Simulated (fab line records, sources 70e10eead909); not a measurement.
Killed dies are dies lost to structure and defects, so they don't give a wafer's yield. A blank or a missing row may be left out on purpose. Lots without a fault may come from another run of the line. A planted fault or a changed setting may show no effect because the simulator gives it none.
Which tool did it? | flow nand_harc | 11 lots, 33 wafers sampled, at 5 steps of a route of 1159

WHAT THE GAUGES READ, wafer by wafer
NHARC_END_SORT_01. Usual: killed_at_array 29, standard deviation 10; killed_at_other 0.7, standard deviation 1.1; killed_at_periphery 3.2, standard deviation 2.2; killed_dies 33, standard deviation 11; killed_open 3.5, standard deviation 1.8; killed_short 2.0, standard deviation 1.4.
lot  | measured     | on        | killed_at_array | killed_at_other | killed_at_periphery | killed_dies | killed_open | killed_short | flag
L809 | day 20 20:20 | prober-02 | 36 38 41        | 1 0 0           | 7 2 4               | 44 40 45    | 6 3 2       | 3 1 1        |
L810 | day 20 18:37 | prober-01 | 24 23 25        | 0 0 1           | 6 2 2               | 30 25 28    | 6 3 0       | 4 1 3        |
L815 | day 21 02:30 | prober-02 | 15 26 23        | 0 0 1           | 2 2 0               | 17 28 24    | 4 2 2       | 0 1 0        |
L811 | day 21 10:09 | prober-01 | 29 40 23        | 0 0 0           | 1 4 2               | 30 44 25    | 3 4 4       | 0 4 1        |
L820 | day 22 02:04 | prober-02 | 42 54 37        | 0 0 0           | 4 0 2               | 46 54 39    | 3 0 2       | 5 3 2        |
L819 | day 22 09:56 | prober-02 | 669 668 669     | 0 1 1           | 8 8 7               | 677 677 677 | 3 5 4       | 1 3 2        | OFF
L817 | day 22 09:40 | prober-01 | 13 8 22         | 0 0 1           | 6 8 5               | 19 16 28    | 2 2 4       | 2 0 3        |
L822 | day 22 18:23 | prober-01 | 674 674 672     | 0 1 3           | 3 2 2               | 677 677 677 | 2 8 2       | 4 0 0        | OFF
L821 | day 23 06:19 | prober-02 | 674 677 675     | 0 0 1           | 3 0 1               | 677 677 677 | 3 2 3       | 4 1 1        | OFF
L830 | day 25 01:55 | prober-01 | 21 23 27        | 2 0 0           | 5 4 3               | 28 27 30    | 1 4 6       | 3 1 1        |
L831 | day 25 08:32 | prober-02 | 34 53 34        | 2 4 2           | 4 3 4               | 40 60 40    | 5 6 6       | 3 3 3        |

WHICH TOOL RAN EACH LOT (tool, then ch and the chambers of the sampled wafers, then the start)
lot  | NHARC_A_CONTACT_ETCH_75            | NHARC_A_CONTACT_ETCH_131             | NHARC_A_CONTACT_ETCH_91            | NHARC_A_CONTACT_ETCH_106
L809 | rie_diel-07 ch 0,3, day 17 02:41   | har_cap_etch-01 ch 0,1, day 17 04:49 | rie_diel-01 ch 0,3, day 17 05:40   | rie_diel-13 ch 0,2, day 17 06:10
L810 | rie_diel-01 ch 0,2,3, day 17 09:50 | har_cap_etch-03 ch 0,1, day 17 12:13 | rie_diel-01 ch 0,1, day 17 13:02   | rie_diel-01 ch 0,2,3, day 17 14:04
L815 | rie_diel-07 ch 1,2,3, day 17 20:34 | har_cap_etch-03 ch 0,1, day 17 22:50 | rie_diel-01 ch 1,2,3, day 17 23:44 | rie_diel-01 ch 1,2,3, day 18 00:17
L811 | rie_diel-13 ch 0,1,3, day 17 23:05 | har_cap_etch-01 ch 0,1, day 18 01:50 | rie_diel-13 ch 2,3, day 18 02:56   | rie_diel-01 ch 0,1, day 18 03:52
L820 | rie_diel-13 ch 0,1,3, day 19 11:00 | har_cap_etch-03 ch 0,1, day 19 13:04 | rie_diel-01 ch 0,1,2, day 19 13:58 | rie_diel-13 ch 1,2, day 19 14:26
L819 | rie_diel-13 ch 0,1,3, day 19 12:59 | har_cap_etch-01 ch 0,1, day 19 15:05 | rie_diel-13 ch 1,2,3, day 19 15:57 | rie_diel-13 ch 1,2, day 19 16:27
L817 | rie_diel-13 ch 0,3, day 19 14:42   | har_cap_etch-03 ch 0,1, day 19 16:51 | rie_diel-01 ch 0,2,3, day 19 17:41 | rie_diel-07 ch 0,1, day 19 18:13
L822 | rie_diel-07 ch 0,1, day 19 21:26   | har_cap_etch-02 ch 0,1, day 20 00:05 | rie_diel-07 ch 0,2,3, day 20 00:58 | rie_diel-01 ch 0,2,3, day 20 01:44
L821 | rie_diel-07 ch 0,1,3, day 20 05:19 | har_cap_etch-01 ch 0,1, day 20 07:23 | rie_diel-07 ch 0,1,2, day 20 08:14 | rie_diel-01 ch 0,2,3, day 20 08:46
L830 | rie_diel-13 ch 0,1,3, day 22 13:19 | har_cap_etch-02 ch 0,1, day 22 15:28 | rie_diel-13 ch 0,1,2, day 22 16:16 | rie_diel-13 ch 0,1,2, day 22 17:26
L831 | rie_diel-13 ch 0,2,3, day 22 18:55 | har_cap_etch-03 ch 0,1, day 22 21:11 | rie_diel-07 ch 0,1,3, day 22 22:02 | rie_diel-01 ch 0,1,3, day 22 22:39
- NHARC_A_CONTACT_ETCH_75: etches the open film in CF4, target depth 39 nm, time 65 s.
- NHARC_A_CONTACT_ETCH_131: etches the open film in C4F8/O2/Ar, time 155 s, target depth 956 nm.
- NHARC_A_CONTACT_ETCH_91: etches the open film in CH3F/O2, target depth 40 nm, time 85.7 s.
- NHARC_A_CONTACT_ETCH_106: etches the open film in CF4/O2, target depth 60 nm, overetch 6 nm, time 33 s.

WHAT THE TOOLS THEMSELVES READ (means of the sampled wafers that have a number; where no wafer has one, the mark that the record gives instead)
NHARC_A_CONTACT_ETCH_75. Usual: bias_w 100.0 W, standard deviation 0.31; cf4_flow_sccm 150.0 sccm, standard deviation 0.47; drypump_motor_current_A 5.7 A, standard deviation 0.38; oes_product_au 1.001 a.u., standard deviation 0.0086; rf_vpp_V 150.8 V, standard deviation 1.1; showerhead_plenum_p_Torr 1.73 Torr, standard deviation 0.06; throttle_valve_pct 13.284 %, standard deviation 0.0085.
lot  | tool        | bias_w (W) | cf4_flow_sccm (sccm) | drypump_motor_current_A (A) | oes_product_au (a.u.) | rf_vpp_V (V) | showerhead_plenum_p_Torr (Torr) | throttle_valve_pct (%) | flag
L809 | rie_diel-07 | 99.8       | 150.3                | 5.6                         | 1.004                 | 151.5        | 1.83                            | 13.287                 |
L810 | rie_diel-01 | 100.0      | 150.3                | 6.0                         | 1.009                 | 150.6        | 1.73                            | 13.288                 |
L815 | rie_diel-07 | 100.0      | 149.4                | 5.6                         | 1.012                 | 151.2        | 1.75                            | 13.286                 |
L811 | rie_diel-13 | 100.1      | 150.1                | 5.6                         | 0.999                 | 151.3        | 1.73                            | 13.278                 |
L820 | rie_diel-13 | 99.8       | 150.3                | 5.5                         | 1.000                 | 150.5        | 1.73                            | 13.288                 |
L819 | rie_diel-13 | 100.0      | 149.8                | 5.5                         | 0.997                 | 150.9        | 1.73                            | 13.288                 |
L817 | rie_diel-13 | 99.8       | 149.9                | 5.5                         | 1.001                 | 149.4        | 1.72                            | 13.275                 |
L822 | rie_diel-07 | 100.1      | 150.3                | 5.7                         | 0.998                 | 152.6        | 1.83                            | 13.283                 |
L821 | rie_diel-07 | 99.9       | 150.1                | 5.6                         | 0.996                 | 150.8        | 1.78                            | 13.285                 |
L830 | rie_diel-13 | 99.9       | 149.6                | 5.6                         | 0.999                 | 151.2        | 1.72                            | 13.274                 |
L831 | rie_diel-13 | 100.2      | 150.0                | 5.7                         | 1.005                 | 150.6        | 1.72                            | 13.290                 |

NHARC_A_CONTACT_ETCH_131. Usual: chamber_pressure_mTorr 20.001 mTorr, standard deviation 0.018; oes_air_line_au 0.998 a.u., standard deviation 0.021.
lot  | tool            | chamber_pressure_mTorr (mTorr) | oes_air_line_au (a.u.) | flag
L809 | har_cap_etch-01 | 20.002                         | 0.992                  |
L810 | har_cap_etch-03 | 20.013                         | 0.985                  |
L815 | har_cap_etch-03 | 20.007                         | 0.987                  |
L811 | har_cap_etch-01 | 20.008                         | 0.986                  |
L820 | har_cap_etch-03 | 19.997                         | 1.016                  |
L819 | har_cap_etch-01 | -                              | -                      | OFF
L817 | har_cap_etch-03 | 19.993                         | 1.001                  |
L822 | har_cap_etch-02 | -                              | -                      | OFF
L821 | har_cap_etch-01 | -                              | -                      | OFF
L830 | har_cap_etch-02 | 19.995                         | 1.026                  |
L831 | har_cap_etch-03 | 20.000                         | 0.990                  |

NHARC_A_CONTACT_ETCH_91. Usual: bias_w 100.0 W, standard deviation 0.31; ch3f_flow_sccm 49.98 sccm, standard deviation 0.16; drypump_motor_current_A 5.7 A, standard deviation 0.42; oes_product_au 0.94 a.u., standard deviation 0.03; rf_vpp_V 243.4 V, standard deviation 1.5; showerhead_plenum_p_Torr 2.40 Torr, standard deviation 0.088; throttle_valve_pct 20.664 %, standard deviation 0.0089.
lot  | tool        | bias_w (W) | ch3f_flow_sccm (sccm) | drypump_motor_current_A (A) | oes_product_au (a.u.) | rf_vpp_V (V) | showerhead_plenum_p_Torr (Torr) | throttle_valve_pct (%) | flag
L809 | rie_diel-01 | 100.0      | 50.11                 | 5.8                         | 1.00                  | 242.6        | 2.37                            | 20.663                 |
L810 | rie_diel-01 | 100.2      | 49.98                 | 6.2                         | 0.96                  | 241.6        | 2.29                            | 20.656                 |
L815 | rie_diel-01 | 100.1      | 49.94                 | 5.5                         | 0.99                  | 243.4        | 2.41                            | 20.676                 |
L811 | rie_diel-13 | 99.7       | 50.08                 | 6.0                         | 0.98                  | 243.5        | 2.41                            | 20.654                 |
L820 | rie_diel-01 | 99.9       | 50.03                 | 5.9                         | 1.00                  | 243.0        | 2.36                            | 20.674                 |
L819 | rie_diel-13 | 100.0      | 50.01                 | 5.8                         | 0.93                  | 243.4        | 2.40                            | 20.664                 |
L817 | rie_diel-01 | 100.1      | 49.92                 | 6.0                         | 0.93                  | 243.9        | 2.39                            | 20.667                 |
L822 | rie_diel-07 | 100.0      | 50.00                 | 5.7                         | 0.93                  | 245.1        | 2.49                            | 20.671                 |
L821 | rie_diel-07 | 99.7       | 50.09                 | 5.8                         | 0.92                  | 244.4        | 2.49                            | 20.673                 |
L830 | rie_diel-13 | 100.0      | 49.89                 | 5.5                         | 0.93                  | 242.2        | 2.34                            | 20.662                 |
L831 | rie_diel-07 | 99.7       | 50.07                 | 5.6                         | 0.99                  | 244.9        | 2.47                            | 20.668                 |

NHARC_A_CONTACT_ETCH_106. Usual: bias_w 99.97 W, standard deviation 0.29; cf4_flow_sccm 80.00 sccm, standard deviation 0.22; drypump_motor_current_A 5.7 A, standard deviation 0.47; oes_product_au 1.001 a.u., standard deviation 0.0095; rf_vpp_V 197.3 V, standard deviation 1.4; showerhead_plenum_p_Torr 1.31 Torr, standard deviation 0.053; throttle_valve_pct 13.399 %, standard deviation 0.0097.
lot  | tool        | bias_w (W) | cf4_flow_sccm (sccm) | drypump_motor_current_A (A) | oes_product_au (a.u.) | rf_vpp_V (V) | showerhead_plenum_p_Torr (Torr) | throttle_valve_pct (%) | flag
L809 | rie_diel-13 | 100.21     | 80.08                | 5.4                         | 1.012                 | 196.1        | 1.27                            | 13.401                 |
L810 | rie_diel-01 | 99.79      | 79.99                | 6.0                         | 1.003                 | 197.4        | 1.30                            | 13.396                 |
L815 | rie_diel-01 | 100.06     | 80.02                | 5.5                         | 1.001                 | 197.1        | 1.31                            | 13.401                 |
L811 | rie_diel-01 | 99.86      | 79.94                | 6.2                         | 1.009                 | 196.3        | 1.25                            | 13.405                 |
L820 | rie_diel-13 | 99.73      | 80.31                | 5.8                         | 1.011                 | 196.4        | 1.28                            | 13.396                 |
L819 | rie_diel-13 | 100.18     | 80.10                | 5.8                         | 1.009                 | 196.6        | 1.28                            | 13.393                 |
L817 | rie_diel-07 | 100.03     | 80.02                | 5.7                         | 0.992                 | 199.1        | 1.35                            | 13.397                 |
L822 | rie_diel-01 | 100.14     | 79.91                | 6.0                         | 1.007                 | 197.2        | 1.30                            | 13.389                 |
L821 | rie_diel-01 | 99.93      | 79.96                | 6.0                         | 1.003                 | 196.8        | 1.30                            | 13.396                 |
L830 | rie_diel-13 | 99.76      | 79.94                | 5.6                         | 1.005                 | 196.5        | 1.27                            | 13.400                 |
L831 | rie_diel-01 | 99.90      | 80.11                | 5.7                         | 0.995                 | 196.5        | 1.33                            | 13.397                 |

THE ANSWER, worked out from the rows above alone
Rule: a lot is off if the mean of its wafers that have a number lies more than 3 standard deviations from the usual mean. A lot without any number at a reading at which 4 lots or more have one is off too. The other lots that the step has rows for count as sound. The gauges are gone through in route order, then the tools' own readings, and for those a lot's mean is taken as printed above. The first step at which some lot is off is used, and at that step the reading that is off furthest; a lot without a number counts as furthest.
Off: L819, L822, L821, at NHARC_END_SORT_01 (killed_at_array).
A tool fits if, at a process step before that reading, it ran every lot that is off, and no sound lot after the first of them. The gauges at NHARC_END_SORT_01 aren't tried: what is off there is off at NHARC_A_CONTACT_ETCH_131 too, on other tools, and a gauge's error can't cause that. None of those tried fits.

WHAT THE SIMULATOR HAD PUT IN
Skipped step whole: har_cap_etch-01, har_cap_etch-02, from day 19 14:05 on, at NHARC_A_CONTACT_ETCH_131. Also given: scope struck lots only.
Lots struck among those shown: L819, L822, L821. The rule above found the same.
